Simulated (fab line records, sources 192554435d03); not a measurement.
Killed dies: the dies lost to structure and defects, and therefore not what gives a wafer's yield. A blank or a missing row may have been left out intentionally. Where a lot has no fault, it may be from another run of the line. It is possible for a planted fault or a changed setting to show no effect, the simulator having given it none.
fab line records	flow n5_finfet
[record] lots = 13	wafers = 35	last_day = 16
route steps=1938 shown BEOL_M9@1457 BEOL_M10@1480 PASSIVATION@1936
lots with no fault: from the same line, run without faults
start_h: start of the lot's first displayed wafer, in hours after the record's first day	wait_h: time in hours since the lot's previous step	" same as the row above	L1.1+2: a single row standing in for several wafers	- no value present, or no start provided	* or withheld: withheld	< > ~ a bound
route shown NAME@n: NAME is a module with steps in the file, n the number in the route of the first one	usual: mean/standard deviation taken from wafers without a fault	same: alike in all rows	chamber/n: place in a boat	sites: per-site readings	_std_site: the standard deviation of these	_edge_site: inner sites' mean taken away from outer sites' mean	radius_mm: how far each site lies from the wafer's centre	mask NAME#n: copy n	behind: the tool/chamber that last shaped the wafer	hold: why the lot went on hold/how many hours it stayed there/how the hold came to an end	device: which transistor (n, p or np) failed to switch	end of line: tests of these same wafers at the route's end	a step with no rows: only its recipe	killed: dies that structure and defects cost at the first sort, which is not the same as the wafer's yield	map: the dies of a wafer, with x for killed, . for not killed, _ for no die there
set.NAME: the setting the step ran with; set.NAME@STEP: the setting that earlier step ran with	model.NAME: the simulator's own value behind a step, which no gauge read
one table for each step of the route and one row for each wafer, over a sample of lots
services: the hour from which a tool's chamber was out of use, counted from the record's first day as start_h (under 0 if before that day), plus the number of hours and why
[[steps]]
[step N5_BEOL_M9_PRE_CLEAN_45]
[recipe] gas = H2/He	time_s = 30	temp_c = 250
[usual] heater_power_w = 329/25
[same] time_s = 30
lot.wafer	tool	chamber	start_h	wait_h	heater_power_w
L986.2	pvd_sputter-02	-	199.30	0.0	297
L986.3	"	-	"	"	315
L987.3	pvd_sputter-03	-	205.61	0.0	360
L987.5	"	-	"	"	299
L987.6	"	-	"	"	334
L988.2	pvd_sputter-02	-	205.72	0.0	349
L988.6	"	-	"	"	319
L989.2	pvd_sputter-02	-	222.30	0.0	344
L989.5	"	-	"	"	312
L989.6	"	-	"	"	300
L990.1	pvd_sputter-03	-	231.67	0.0	345
L990.3	"	-	"	"	311
L990.6	"	-	"	"	357
L993.4	pvd_sputter-02	-	244.97	0.0	310
L993.6	"	-	"	"	310
L995.4	pvd_sputter-01	-	250.01	0.0	348
L995.5	"	-	"	"	372
L995.6	"	-	"	"	339
L994.2	pvd_sputter-03	-	252.90	0.0	339
L994.4	"	-	"	"	363
L997.2	pvd_sputter-01	-	266.54	0.0	320
L997.3	"	-	"	"	340
L997.6	"	-	"	"	331
L998.1	pvd_sputter-03	-	272.56	0.0	361
L998.2	"	-	"	"	336
L998.4	"	-	"	"	362
L102.1	pvd_sputter-01	-	287.07	0.0	320
L102.4	"	-	"	"	344
L102.6	"	-	"	"	289
L101.1	pvd_sputter-02	-	294.69	0.0	307
L101.4	"	-	"	"	347
L101.6	"	-	"	"	314
L108.2	pvd_sputter-01	-	335.00	0.0	347
L108.3	"	-	"	"	364
L108.4	"	-	"	"	328
[step N5_BEOL_M9_SPUTTER_48]
[recipe] material = Cu	target_thk_a = 120	temp_c = -20	bias_v = 60	power_w = 26000	chamber_pressure_pa = 0.13	time_s = 2
[usual] cathode_dc_power_W = 26001/4.6	chuck_gas_flow_sccm = 1.26/0.063	throttle_valve_pct = 29.6/1.2
[same] time_s = 2
lot.wafer	tool	chamber	start_h	wait_h	cathode_dc_power_W	chuck_gas_flow_sccm	throttle_valve_pct
L986.2	pvd_sputter-03	-	200.25	0.1	26011	1.26	29.8
L986.3	"	-	"	"	26004	1.27	29.7
L987.3	pvd_sputter-03	-	206.14	0.1	26007	1.17	29.7
L987.5	"	-	"	"	25998	1.25	32.4
L987.6	"	-	"	"	26002	1.26	28.7
L988.2	pvd_sputter-02	-	206.25	0.1	26002	1.24	28.6
L988.6	"	-	"	"	25995	1.26	31.1
L989.2	pvd_sputter-01	-	222.97	0.2	25994	1.31	30.4
L989.5	"	-	"	"	25994	1.18	30.8
L989.6	"	-	"	"	26004	1.29	29.2
L990.1	pvd_sputter-03	-	232.41	0.2	25996	1.27	28.7
L990.3	"	-	"	"	25999	1.25	29.7
L990.6	"	-	"	"	26005	1.22	29.9
L993.4	pvd_sputter-03	-	245.66	0.0	25991	1.22	32.2
L993.6	"	-	"	"	26007	1.27	29.7
L995.4	pvd_sputter-02	-	250.71	0.0	25996	1.28	29.0
L995.5	"	-	"	"	26001	1.21	29.2
L995.6	"	-	"	"	26003	1.34	28.7
L994.2	pvd_sputter-03	-	253.51	0.1	26000	1.28	32.3
L994.4	"	-	"	"	26001	1.25	29.8
L997.2	pvd_sputter-01	-	267.24	0.1	25999	1.30	28.0
L997.3	"	-	"	"	26005	1.29	28.8
L997.6	"	-	"	"	26002	1.23	28.9
L998.1	pvd_sputter-03	-	273.11	0.1	26001	1.23	32.4
L998.2	"	-	"	"	25995	1.30	28.3
L998.4	"	-	"	"	26000	1.40	29.7
L102.1	pvd_sputter-01	-	287.71	0.1	25995	1.32	29.4
L102.4	"	-	"	"	25998	1.16	30.8
L102.6	"	-	"	"	26000	1.19	28.9
L101.1	pvd_sputter-01	-	295.33	0.1	26007	1.25	30.5
L101.4	"	-	"	"	26007	1.24	28.8
L101.6	"	-	"	"	26004	1.30	28.7
L108.2	pvd_sputter-01	-	335.72	0.2	26000	1.18	30.4
L108.3	"	-	"	"	26000	1.25	28.0
L108.4	"	-	"	"	26002	1.20	28.9
[step N5_BEOL_M9_THK_MEAS_53]
[recipe] thk_meas_gauge = xrf	reads = Cu_of_BEOL_M9_ECD_50
[usual] M9_THK = 140.1/2.8
lot.wafer	tool	chamber	start_h	wait_h	M9_THK[nm]
L986.2	film_metro-02	-	201.09	-	138.8
L986.3	"	-	"	"	140.4
L987.3	film_metro-01	-	208.30	-	141.6
L987.5	"	-	"	"	140.7
L987.6	"	-	"	"	137.4
L988.2	film_metro-02	-	208.64	-	143.4
L988.6	"	-	"	"	142.8
L989.2	film_metro-01	-	223.79	-	135.0
L989.5	"	-	"	"	133.8
L989.6	"	-	"	"	138.3
L990.1	film_metro-02	-	233.38	-	138.1
L990.3	"	-	"	"	139.0
L990.6	"	-	"	"	142.1
L993.4	film_metro-02	-	246.48	-	143.9
L993.6	"	-	"	"	138.6
L995.4	film_metro-02	-	252.26	-	146.2
L995.5	"	-	"	"	140.1
L995.6	"	-	"	"	141.8
L994.2	film_metro-02	-	254.34	-	141.0
L994.4	"	-	"	"	135.8
L997.2	film_metro-02	-	268.34	-	135.1
L997.3	"	-	"	"	140.8
L997.6	"	-	"	"	134.2
L998.1	film_metro-01	-	274.61	-	138.2
L998.2	"	-	"	"	144.8
L998.4	"	-	"	"	145.1
L102.1	film_metro-01	-	288.70	-	140.9
L102.4	"	-	"	"	134.7
L102.6	"	-	"	"	142.9
L101.1	film_metro-01	-	296.73	-	140.1
L101.4	"	-	"	"	141.6
L101.6	"	-	"	"	143.0
L108.2	film_metro-01	-	336.55	-	139.1
L108.3	"	-	"	"	139.9
L108.4	"	-	"	"	139.9
[step N5_BEOL_M10_EXPOSE_08]
[recipe] mask_id = M10	na = 1.35	source_shape = dipole	sigma_inner = 0.411	sigma_outer = 0.611	polarization = te	dose_mj = 53.75
[usual] exposure_dose_mJ_cm2 = 53.79/0.21
[same] sigma_inner = 0.411
lot.wafer	tool	chamber	start_h	wait_h	mask	exposure_dose_mJ_cm2
L986.2	arfi_scanner-02	0	204.39	-	M10#0	53.72
L986.3	"	0	"	"	M10#0	53.77
L988.2	arfi_scanner-02	0	211.62	-	M10#0	53.67
L988.6	"	0	"	"	M10#0	53.66
L987.3	arfi_scanner-03	0	211.85	-	M10#0	54.27
L987.5	"	0	"	"	M10#0	54.28
L987.6	"	0	"	"	M10#0	54.31
L989.2	arfi_scanner-02	0	225.61	-	M10#0	53.70
L989.5	"	0	"	"	M10#0	53.69
L989.6	"	0	"	"	M10#0	53.68
L990.1	arfi_scanner-02	0	236.04	-	M10#0	53.66
L990.3	"	0	"	"	M10#0	53.82
L990.6	"	0	"	"	M10#0	53.67
L993.4	arfi_scanner-01	0	249.92	-	M10#0	53.62
L993.6	"	0	"	"	M10#0	53.67
L995.4	arfi_scanner-01	0	257.71	-	M10#0	53.67
L995.5	"	0	"	"	M10#0	53.71
L995.6	"	0	"	"	M10#0	53.67
L994.2	arfi_scanner-03	0	258.15	-	M10#0	54.24
L994.4	"	0	"	"	M10#0	54.30
L997.2	arfi_scanner-02	0	270.92	-	M10#0	51.57
L997.3	"	0	"	"	M10#0	51.62
L997.6	"	0	"	"	M10#0	51.59
L998.1	arfi_scanner-02	0	276.04	-	M10#0	52.00
L998.2	"	0	"	"	M10#0	51.99
L998.4	"	0	"	"	M10#0	51.97
L102.1	arfi_scanner-01	0	291.00	-	M10#0	53.69
L102.4	"	0	"	"	M10#0	53.71
L102.6	"	0	"	"	M10#0	53.71
L101.1	arfi_scanner-03	0	298.50	-	M10#0	54.24
L101.4	"	0	"	"	M10#0	54.20
L101.6	"	0	"	"	M10#0	54.16
L108.2	arfi_scanner-03	0	338.77	-	M10#0	54.21
L108.3	"	0	"	"	M10#0	54.23
L108.4	"	0	"	"	M10#0	54.31
[step N5_PASSIVATION_PROBE_49]
[usual] defect_limited_yield = 91.5/1.5	killed_at_M0_to_M3 = 32/9.4	killed_at_M4_up = 12/5.1	killed_at_contacts = 11/7.4	killed_at_front_end = 41/11	killed_at_other = 3.4/2.5	killed_dies = 100/17	killed_open = 65/14	killed_short = 33/7	sort_bin_5_function = 4.9/0.96	sort_bin_6_memory = 3.1/0.7	sort_bin_8_speed = 0.00/0.01	sort_n_pass = 1080/17	sort_yield_pct = 91.5/1.5
[same] gross_dies = 1180	killed_at_back_side = 0	sort_bin_4_leakage[%] = 0
lot.wafer	tool	chamber	start_h	wait_h	defect_limited_yield[%]	killed_at_M0_to_M3	killed_at_M4_up	killed_at_contacts	killed_at_front_end	killed_at_other	killed_dies	killed_open	killed_short	sort_bin_5_function[%]	sort_bin_6_memory[%]	sort_bin_8_speed[%]	sort_n_pass	sort_yield_pct[%]
L995.4	prober-02	-	300.84	0.2	91.9	29	10	10	43	4	96	62	31	4.9	2.8	0	1084	91.9
L995.5	prober-02	-	300.89	0.2	92.5	19	10	12	45	3	89	50	38	4.5	2.6	0	1091	92.5
L995.6	prober-02	-	300.94	0.3	93.3	23	4	6	42	4	79	49	30	3.9	2.4	0	1101	93.3
// killed by level:class
L995.4 BEOL_M0_SAQP:geometric_particle:open=10 ILD0:geometric_particle:open=9 BEOL_M0_SAQP:geometric_particle:short=9 MOL_CONTACT_COAG:geometric_particle:open=8 DUMMY_GATE:geometric_particle:open=7 ILD0:geometric_particle:short=6 STARTING-WAFER:geometric_particle:open=5 STI_FIN_REVEAL:geometric_particle:short=3
L995.5 DUMMY_GATE:geometric_particle:open=10 MOL_CONTACT_COAG:geometric_particle:open=10 FIN_SAQP:geometric_particle:short=8 FIN_SAQP:geometric_particle:open=6 BEOL_M0_SAQP:geometric_particle:open=6 BEOL_M0_SAQP:geometric_particle:short=6 ILD0:geometric_particle:short=4 GATE_CUT:geometric_particle:short=3
L995.6 FIN_SAQP:geometric_particle:open=8 DUMMY_GATE:geometric_particle:open=8 GATE_CUT:geometric_particle:short=7 MOL_CONTACT_COAG:geometric_particle:open=5 BEOL_M1:geometric_particle:open=5 STI_FIN_REVEAL:geometric_particle:open=4 BEOL_M0_SAQP:geometric_particle:short=4 BEOL_M0_SAQP:geometric_particle:open=4
[[services]]
tool	chamber	start_h	hours	kind
arfi_scanner-03	-	176.47	0.5	repair
arfi_scanner-02	-	183.77	0.7	repair
arfi_scanner-01	-	185.78	0.8	repair
arfi_scanner-02	-	191.95	0.7	repair
arfi_scanner-02	-	198.85	1.0	pm
arfi_scanner-01	0	201.99	-	calibration
arfi_scanner-03	0	214.49	-	calibration
arfi_scanner-01	-	218.92	1.3	pm
arfi_scanner-03	-	219.18	1.3	pm
arfi_scanner-03	-	221.44	0.8	pm
arfi_scanner-02	0	227.03	-	calibration
arfi_scanner-02	-	229.58	1.0	pm
arfi_scanner-02	-	230.95	1.3	pm
arfi_scanner-01	-	254.19	0.8	pm
pvd_sputter-02	-	284.61	5.1	repair
arfi_scanner-01	-	285.98	0.5	repair
arfi_scanner-02	-	288.39	0.8	pm
arfi_scanner-03	-	301.83	1.0	pm
arfi_scanner-01	-	304.30	3.9	pm
arfi_scanner-01	-	316.55	1.0	pm
arfi_scanner-01	-	334.56	0.8	pm
[[key]]
[first_sign] step = N5_BEOL_M10_EXPOSE_08	reading = exposure_dose_mJ_cm2	direction = down	sigmas = 9.4	usual = 53.79	struck = 51.79
effect none on later readings
met_at N5_BEOL_M10_EXPOSE_08
struck_lots L997,L998
[loop_trim] step = N5_BEOL_M10_EXPOSE_08	setting = dose	lots = L998
not_acting_at N5_BEOL_M9_PRE_CLEAN_45,N5_BEOL_M9_SPUTTER_48,N5_BEOL_M9_THK_MEAS_53
onset_between 236.04 270.92
[fault] kind = process_parameter_drift	tool = arfi_scanner-02	chamber = -	onset_h = 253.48	steps = N5_BEOL_M10_EXPOSE_08	channel = dose_mj	offset = -2.0784	shape = step	acts_in = these_recipes_only	stated = 53.75
// loop_trim: a control loop set the setting to another value than it would have without faults
